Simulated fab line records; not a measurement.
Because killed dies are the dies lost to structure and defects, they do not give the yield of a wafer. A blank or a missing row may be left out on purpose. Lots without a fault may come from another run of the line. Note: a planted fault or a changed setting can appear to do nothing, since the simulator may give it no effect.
Which of the tools did it? :: flow nand harc :: Sampling: 13 lots, 39 wafers, 5 of 1302 route steps

WHAT THE GAUGES SHOWED, per wafer
NHARC_END_SORT_01. Usual: defect limited yield 91.2 %, standard deviation 2.6; killed at array 55, standard deviation 17; killed at other 1.1, standard deviation 1.6; killed at periphery 3.8, standard deviation 2.5; killed dies 60, standard deviation 18; killed open 3.3, standard deviation 1.9; killed short 2.5, standard deviation 1.7.
lot: L569
measured: day 24 21:59
on: prober-01
defect limited yield (%): 88.6 87.7 90.1
killed at array: 67 74 61
killed at other: 0 1 0
killed at periphery: 10 8 6
killed dies: 77 83 67
killed open: 7 5 4
killed short: 1 3 3
flag: 

lot: L568
measured: day 25 04:09
on: prober-01
defect limited yield (%): 87.3 90.5 92.2
killed at array: 80 53 49
killed at other: 0 0 0
killed at periphery: 6 11 4
killed dies: 86 64 53
killed open: 3 1 5
killed short: 2 2 1
flag: 

lot: L571
measured: day 25 13:18
on: prober-02
defect limited yield (%): 91.3 87.7 90.8
killed at array: 55 75 56
killed at other: 0 2 1
killed at periphery: 4 6 5
killed dies: 59 83 62
killed open: 0 3 3
killed short: 3 2 1
flag: 

lot: L573
measured: day 27 02:04
on: prober-02
defect limited yield (%): 89.4 90.4 89.7
killed at array: 70 59 65
killed at other: 1 3 1
killed at periphery: 1 3 4
killed dies: 72 65 70
killed open: 6 3 3
killed short: 5 3 4
flag: 

lot: L574
measured: day 27 09:49
on: prober-01
defect limited yield (%): 91.0 91.3 90.1
killed at array: 60 56 65
killed at other: 0 0 0
killed at periphery: 1 3 2
killed dies: 61 59 67
killed open: 6 5 3
killed short: 1 2 1
flag: 

lot: L577
measured: day 28 11:47
on: prober-02
defect limited yield (%): 96.0 95.6 96.6
killed at array: 18 19 15
killed at other: 6 7 4
killed at periphery: 3 4 4
killed dies: 27 30 23
killed open: 5 3 3
killed short: 2 1 1
flag: 

lot: L575
measured: day 28 11:44
on: prober-01
defect limited yield (%): 86.1 86.4 88.2
killed at array: 92 82 77
killed at other: 0 3 0
killed at periphery: 2 7 3
killed dies: 94 92 80
killed open: 2 3 5
killed short: 0 1 3
flag: 

lot: L578
measured: day 28 19:39
on: prober-01
defect limited yield (%): 89.8 93.8 91.6
killed at array: 61 36 46
killed at other: 1 1 3
killed at periphery: 7 5 8
killed dies: 69 42 57
killed open: 7 2 4
killed short: 5 3 2
flag: 

lot: L579
measured: day 28 19:31
on: prober-02
defect limited yield (%): 88.2 90.3 89.8
killed at array: 71 58 65
killed at other: 2 3 4
killed at periphery: 7 5 0
killed dies: 80 66 69
killed open: 1 4 4
killed short: 2 5 2
flag: 

lot: L582
measured: day 30 07:34
on: prober-01
defect limited yield (%): 90.7 91.3 92.5
killed at array: 57 54 48
killed at other: 1 1 1
killed at periphery: 5 4 2
killed dies: 63 59 51
killed open: 4 6 0
killed short: 5 0 3
flag: 

lot: L581
measured: day 30 19:32
on: prober-02
defect limited yield (%): 89.4 89.5 90.8
killed at array: 68 65 58
killed at other: 1 0 0
killed at periphery: 3 6 4
killed dies: 72 71 62
killed open: 1 1 0
killed short: 3 5 2
flag: 

lot: L588
measured: day 32 20:58
on: prober-02
defect limited yield (%): 95.4 93.8 96.0
killed at array: 26 39 22
killed at other: 1 2 0
killed at periphery: 4 1 5
killed dies: 31 42 27
killed open: 7 4 1
killed short: 1 2 3
flag: 

lot: L591
measured: day 34 08:28
on: prober-02
defect limited yield (%): 88.9 89.7 90.7
killed at array: 72 65 62
killed at other: 0 0 0
killed at periphery: 3 5 1
killed dies: 75 70 63
killed open: 3 4 1
killed short: 4 1 3
flag: 

WHAT TOOL EACH LOT RAN ON (gives the tool, then ch and the chambers of the sampled wafers, and finally the start)
lot: L569
NHARC_THIN_TSV_DEP_47: pecvd-04 ch 0,1, day 24 06:34
NHARC_THIN_TSV_PVD_19: pvd sputter-03, day 24 09:04 or earlier
NHARC_THIN_TSV_CMP_21: cmp-03 ch 0,1,2, day 24 09:04
NHARC_THIN_TSV_ETCH_36: rie metal-03 ch 0,1, day 24 11:11

lot: L568
NHARC_THIN_TSV_DEP_47: pecvd-04 ch 0,1, day 24 07:38
NHARC_THIN_TSV_PVD_19: pvd sputter-03, day 24 10:08 or earlier
NHARC_THIN_TSV_CMP_21: cmp-01 ch 0,1, day 24 10:08
NHARC_THIN_TSV_ETCH_36: rie metal-01 ch 0,1, day 24 12:16

lot: L571
NHARC_THIN_TSV_DEP_47: pecvd-04 ch 0,1, day 24 22:09
NHARC_THIN_TSV_PVD_19: pvd sputter-01, day 25 00:37 or earlier
NHARC_THIN_TSV_CMP_21: cmp-02 ch 0,2,3, day 25 00:37
NHARC_THIN_TSV_ETCH_36: rie metal-02 ch 0,1, day 25 02:46

lot: L573
NHARC_THIN_TSV_DEP_47: pecvd-04 ch 1,2, day 26 11:32
NHARC_THIN_TSV_PVD_19: pvd sputter-03, day 26 14:00 or earlier
NHARC_THIN_TSV_CMP_21: cmp-03 ch 0,2, day 26 14:00
NHARC_THIN_TSV_ETCH_36: rie metal-01 ch 0,1, day 26 16:02

lot: L574
NHARC_THIN_TSV_DEP_47: pecvd-02 ch 0,1,2, day 26 17:19
NHARC_THIN_TSV_PVD_19: pvd sputter-02, day 26 19:46 or earlier
NHARC_THIN_TSV_CMP_21: cmp-03 ch 0,2,3, day 26 19:46
NHARC_THIN_TSV_ETCH_36: rie metal-03 ch 0,1, day 26 21:52

lot: L577
NHARC_THIN_TSV_DEP_47: pecvd-01 ch 0,1, day 27 22:02
NHARC_THIN_TSV_PVD_19: pvd sputter-03, day 28 00:43 or earlier
NHARC_THIN_TSV_CMP_21: cmp-02 ch 1,2,3, day 28 00:43
NHARC_THIN_TSV_ETCH_36: rie metal-01 ch 0,1, day 28 02:47

lot: L575
NHARC_THIN_TSV_DEP_47: pecvd-02 ch 0,2, day 27 23:17
NHARC_THIN_TSV_PVD_19: pvd sputter-02, day 28 01:42 or earlier
NHARC_THIN_TSV_CMP_21: cmp-01 ch 0,1,3, day 28 01:42
NHARC_THIN_TSV_ETCH_36: rie metal-03 ch 0,1, day 28 03:53

lot: L578
NHARC_THIN_TSV_DEP_47: pecvd-02 ch 0,2, day 28 02:32
NHARC_THIN_TSV_PVD_19: pvd sputter-01, day 28 04:59 or earlier
NHARC_THIN_TSV_CMP_21: cmp-01 ch 1,2, day 28 04:59
NHARC_THIN_TSV_ETCH_36: rie metal-02 ch 0,1, day 28 07:08

lot: L579
NHARC_THIN_TSV_DEP_47: pecvd-02 ch 0,1,2, day 28 03:38
NHARC_THIN_TSV_PVD_19: pvd sputter-02, day 28 06:02 or earlier
NHARC_THIN_TSV_CMP_21: cmp-02 ch 2,3, day 28 06:02
NHARC_THIN_TSV_ETCH_36: rie metal-01 ch 0,1, day 28 08:11

lot: L582
NHARC_THIN_TSV_DEP_47: pecvd-02 ch 0,1,2, day 29 17:51
NHARC_THIN_TSV_PVD_19: pvd sputter-02, day 29 20:23 or earlier
NHARC_THIN_TSV_CMP_21: cmp-02 ch 0,1,2, day 29 20:23
NHARC_THIN_TSV_ETCH_36: rie metal-02 ch 0,1, day 29 22:24

lot: L581
NHARC_THIN_TSV_DEP_47: pecvd-01 ch 0,1,2, day 30 03:20
NHARC_THIN_TSV_PVD_19: pvd sputter-03, day 30 05:56 or earlier
NHARC_THIN_TSV_CMP_21: cmp-03 ch 0,2,3, day 30 05:56
NHARC_THIN_TSV_ETCH_36: rie metal-02 ch 0,1, day 30 08:04

lot: L588
NHARC_THIN_TSV_DEP_47: pecvd-02 ch 0,1,2, day 32 05:59
NHARC_THIN_TSV_PVD_19: pvd sputter-03, day 32 08:23 or earlier
NHARC_THIN_TSV_CMP_21: cmp-01 ch 0,1,2, day 32 08:23
NHARC_THIN_TSV_ETCH_36: rie metal-03 ch 0,1, day 32 10:32

lot: L591
NHARC_THIN_TSV_DEP_47: pecvd-04 ch 0,2, day 33 17:52
NHARC_THIN_TSV_PVD_19: pvd sputter-01, day 33 20:50 or earlier
NHARC_THIN_TSV_CMP_21: cmp-02 ch 0,2, day 33 20:50
NHARC_THIN_TSV_ETCH_36: rie metal-02 ch 0,1, day 33 23:01
- NHARC_THIN_TSV_DEP_47: deposits SiO2, target thk 200 nm.
- NHARC_THIN_TSV_PVD_19: deposits TaN, target thk 20 nm.
- NHARC_THIN_TSV_CMP_21: polishes, t overpolish 30 s, target thk 2000 nm.
- NHARC_THIN_TSV_ETCH_36: etches the open film in Cl2/BCl3, target depth 65 nm, time 18.571 s.

WHAT THE TOOLS THEMSELVES READ (means of the sampled wafers that have a number; where no wafer has one, the mark that the record gives instead)
NHARC_THIN_TSV_DEP_47. Usual: flow sccm 2652 sccm, standard deviation 8.4; throttle valve pct 15.8 %, standard deviation 0.44.
lot: L569
tool: pecvd-04
flow sccm (sccm): 2643
throttle valve pct (%): 16.3
flag: 

lot: L568
tool: pecvd-04
flow sccm (sccm): 2651
throttle valve pct (%): 16.4
flag: 

lot: L571
tool: pecvd-04
flow sccm (sccm): 2641
throttle valve pct (%): 16.1
flag: 

lot: L573
tool: pecvd-04
flow sccm (sccm): 2653
throttle valve pct (%): 15.7
flag: 

lot: L574
tool: pecvd-02
flow sccm (sccm): 2666
throttle valve pct (%): 15.1
flag: 

lot: L577
tool: pecvd-01
flow sccm (sccm): 2638
throttle valve pct (%): 16.1
flag: 

lot: L575
tool: pecvd-02
flow sccm (sccm): 2655
throttle valve pct (%): 15.1
flag: 

lot: L578
tool: pecvd-02
flow sccm (sccm): 2650
throttle valve pct (%): 15.1
flag: 

lot: L579
tool: pecvd-02
flow sccm (sccm): 2643
throttle valve pct (%): 15.3
flag: 

lot: L582
tool: pecvd-02
flow sccm (sccm): 2651
throttle valve pct (%): 15.2
flag: 

lot: L581
tool: pecvd-01
flow sccm (sccm): 2653
throttle valve pct (%): 15.9
flag: 

lot: L588
tool: pecvd-02
flow sccm (sccm): 2640
throttle valve pct (%): 15.4
flag: 

lot: L591
tool: pecvd-04
flow sccm (sccm): 2658
throttle valve pct (%): 16.1
flag: 

NHARC_THIN_TSV_PVD_19. Usual: throttle valve pct 29.7 %, standard deviation 0.92.
lot: L569
tool: pvd sputter-03
throttle valve pct (%): 29.5
flag: 

lot: L568
tool: pvd sputter-03
throttle valve pct (%): 29.2
flag: 

lot: L571
tool: pvd sputter-01
throttle valve pct (%): 29.4
flag: 

lot: L573
tool: pvd sputter-03
throttle valve pct (%): 29.1
flag: 

lot: L574
tool: pvd sputter-02
throttle valve pct (%): 29.6
flag: 

lot: L577
tool: pvd sputter-03
throttle valve pct (%): 29.3
flag: 

lot: L575
tool: pvd sputter-02
throttle valve pct (%): 29.9
flag: 

lot: L578
tool: pvd sputter-01
throttle valve pct (%): 29.8
flag: 

lot: L579
tool: pvd sputter-02
throttle valve pct (%): 30.2
flag: 

lot: L582
tool: pvd sputter-02
throttle valve pct (%): 30.8
flag: 

lot: L581
tool: pvd sputter-03
throttle valve pct (%): 29.5
flag: 

lot: L588
tool: pvd sputter-03
throttle valve pct (%): 28.9
flag: 

lot: L591
tool: pvd sputter-01
throttle valve pct (%): 30.0
flag: 

NHARC_THIN_TSV_CMP_21. Usual: motor current A 11.8 A, standard deviation 1.3; overpolish run s 30.001 s, standard deviation 0.0093.
lot: L569
tool: cmp-03
motor current A (A): 11.8
overpolish run s (s): 30.011
flag: 

lot: L568
tool: cmp-01
motor current A (A): 9.9
overpolish run s (s): 29.998
flag: 

lot: L571
tool: cmp-02
motor current A (A): 11.6
overpolish run s (s): 29.997
flag: 

lot: L573
tool: cmp-03
motor current A (A): 12.5
overpolish run s (s): 30.001
flag: 

lot: L574
tool: cmp-03
motor current A (A): 12.9
overpolish run s (s): 30.007
flag: 

lot: L577
tool: cmp-02
motor current A (A): 11.6
overpolish run s (s): 30.004
flag: 

lot: L575
tool: cmp-01
motor current A (A): 10.9
overpolish run s (s): 29.998
flag: 

lot: L578
tool: cmp-01
motor current A (A): 11.2
overpolish run s (s): 30.004
flag: 

lot: L579
tool: cmp-02
motor current A (A): 11.8
overpolish run s (s): 29.992
flag: 

lot: L582
tool: cmp-02
motor current A (A): 12.3
overpolish run s (s): 30.001
flag: 

lot: L581
tool: cmp-03
motor current A (A): 13.3
overpolish run s (s): 29.996
flag: 

lot: L588
tool: cmp-01
motor current A (A): 10.5
overpolish run s (s): 29.999
flag: 

lot: L591
tool: cmp-02
motor current A (A): 12.6
overpolish run s (s): 30.001
flag: 

NHARC_THIN_TSV_ETCH_36. Usual: drypump motor current A 5.9 A, standard deviation 0.36; oes product au 1.000 a.u., standard deviation 0.011; run length s 40.0 s, standard deviation 0.4.
lot: L569
tool: rie metal-03
drypump motor current A (A): 5.9
oes product au (a.u.): 0.986
run length s (s): 40.0
flag: 

lot: L568
tool: rie metal-01
drypump motor current A (A): 6.4
oes product au (a.u.): 0.996
run length s (s): 39.6
flag: 

lot: L571
tool: rie metal-02
drypump motor current A (A): 5.8
oes product au (a.u.): 1.008
run length s (s): 40.4
flag: 

lot: L573
tool: rie metal-01
drypump motor current A (A): 6.3
oes product au (a.u.): 0.993
run length s (s): 40.0
flag: 

lot: L574
tool: rie metal-03
drypump motor current A (A): 5.9
oes product au (a.u.): 0.991
run length s (s): 39.9
flag: 

lot: L577
tool: rie metal-01
drypump motor current A (A): 6.3
oes product au (a.u.): 0.992
run length s (s): 40.0
flag: 

lot: L575
tool: rie metal-03
drypump motor current A (A): 5.8
oes product au (a.u.): 0.993
run length s (s): 39.8
flag: 

lot: L578
tool: rie metal-02
drypump motor current A (A): 5.7
oes product au (a.u.): 1.013
run length s (s): 40.3
flag: 

lot: L579
tool: rie metal-01
drypump motor current A (A): 6.4
oes product au (a.u.): 0.986
run length s (s): 39.5
flag: 

lot: L582
tool: rie metal-02
drypump motor current A (A): 5.8
oes product au (a.u.): 1.009
run length s (s): 40.5
flag: 

lot: L581
tool: rie metal-02
drypump motor current A (A): 5.6
oes product au (a.u.): 1.007
run length s (s): 40.2
flag: 

lot: L588
tool: rie metal-03
drypump motor current A (A): 5.8
oes product au (a.u.): 1.002
run length s (s): 36.6
flag: OFF

lot: L591
tool: rie metal-02
drypump motor current A (A): 5.7
oes product au (a.u.): 1.008
run length s (s): 40.2
flag: 

THE ANSWER, worked out from the rows above alone
Rule: a lot is off if the mean of its wafers that have a number lies more than 3 standard deviations from the usual mean. A lot without any number at a reading at which 4 lots or more have one is off too. Where the step has rows for the other lots, those lots are counted as sound. The gauges are gone through in route order, then the tools' own readings, and for those a lot's mean is taken as printed above. The first step at which some lot is off is used, and at that step the reading that is off furthest; a lot without a number counts as furthest.
Off, at NHARC_THIN_TSV_ETCH_36 on run length s: L588.
If a tool, at that step or one of the process steps before it, ran each lot that is off and ran no sound lot following the first of them, it fits. NHARC_THIN_TSV_PVD_19: start missing for some lots; hours and lot order therefore follow NHARC_THIN_TSV_CMP_21. Can't be told from this: 4 tools fit, pecvd-02 at NHARC_THIN_TSV_DEP_47, pvd sputter-03 at NHARC_THIN_TSV_PVD_19, cmp-01 at NHARC_THIN_TSV_CMP_21, rie metal-03 at NHARC_THIN_TSV_ETCH_36.

WHAT THE SIMULATOR HAD INSERTED
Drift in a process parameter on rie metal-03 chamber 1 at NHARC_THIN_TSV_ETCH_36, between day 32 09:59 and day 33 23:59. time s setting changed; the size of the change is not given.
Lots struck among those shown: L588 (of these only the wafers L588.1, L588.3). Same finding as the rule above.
